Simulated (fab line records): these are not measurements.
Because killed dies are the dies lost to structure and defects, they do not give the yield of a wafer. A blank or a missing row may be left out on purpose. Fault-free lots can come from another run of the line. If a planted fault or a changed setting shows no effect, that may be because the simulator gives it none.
Matching of chambers    flow n5 finfet    N5_BEOL_M5_STRIP_64 on rie diel-04: 4 sister chambers
The step strips in CF4. 4 wafers are shown with their chamber, then 7 later ones without.

## WAFERS WITH THEIR CHAMBER
wafer   chamber  showerhead plenum p Torr (Torr)
L078.2  2        1.79
L078.6  3        1.74
L087.1  1        1.73
L087.2  0        1.78

## WAFERS MISSING THEIR CHAMBER
wafer   showerhead plenum p Torr (Torr)
L087.5  1.73
L089.3  1.78
L089.4  1.73
L089.6  1.78
L097.4  1.73
L097.5  1.77
L097.6  1.73

## EACH ONE'S CHAMBER
wafer    from the rows above   in truth
L087.5   1                     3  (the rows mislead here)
L089.3   0                     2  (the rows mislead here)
L089.4   1                     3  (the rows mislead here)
L089.6   0                     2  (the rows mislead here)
L097.4   1                     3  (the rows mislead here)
L097.5   0                     0
L097.6   1                     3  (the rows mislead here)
Correctly placed: 1 of 7. Not placeable from these rows: 0. Number placed wrongly: 6.
How it was worked out, from the rows above alone: a wafer's distance from a chamber is the root of the sum, over the readings, of the square of ((its reading less the chamber's mean) divided by the reading's scatter). If the next closest chamber is less than 2 further off than the closest, the wafer can't be placed; otherwise it belongs to the closest. Each chamber's mean is taken over the wafers shown for it. The scatter: with one shown wafer a chamber, the root of the mean of the squares of how far each hidden wafer lies from its nearest shown one.
